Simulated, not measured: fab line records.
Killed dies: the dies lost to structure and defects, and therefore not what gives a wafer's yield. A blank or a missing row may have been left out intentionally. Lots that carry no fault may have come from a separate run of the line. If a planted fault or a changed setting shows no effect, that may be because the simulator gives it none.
Chamber matching    flow n5 finfet    4 sister chambers for N5_ILD0_ALD_15 on ald sin-02
The step deposits SiNx, target thk 24 nm, pulse time 1 s, ald cycles 480. 4 wafers are shown with their chamber, then 7 later ones without.

== WAFERS WITH THEIR CHAMBER ==
wafer   chamber  heater power w (W)
L081.1  0        888
L087.5  2        902
L088.2  1        774
L088.3  3        829

== WAFERS MISSING THEIR CHAMBER ==
wafer   heater power w (W)
L088.5  899
L092.1  913
L092.4  888
L092.6  938
L093.1  901
L093.4  764
L093.5  808

== WHICH CHAMBER EACH ONE RAN IN ==
wafer   from the rows above      in truth
L088.5  can't be placed: 2 or 0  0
L092.1  can't be placed: 2 or 0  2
L092.4  can't be placed: 0 or 2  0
L092.6  can't be placed: 2 or 0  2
L093.1  can't be placed: 2 or 0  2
L093.4  1                        1
L093.5  can't be placed: 3 or 1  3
Placed correctly: 1 of 7. Unplaceable from these rows: 6, with the true chamber sitting among the candidates in 6. Wrongly placed: 0.
How it was worked out, from the rows above alone: a wafer's distance from a chamber is the root of the sum, over the readings, of the square of ((its reading less the chamber's mean) divided by the reading's scatter). If the next closest chamber is less than 2 further off than the closest, the wafer can't be placed; otherwise it belongs to the closest. For every chamber, the mean is computed from those of its wafers that are shown. The scatter: root of mean squared gap, hidden wafer to nearest shown wafer, with one shown wafer a chamber.
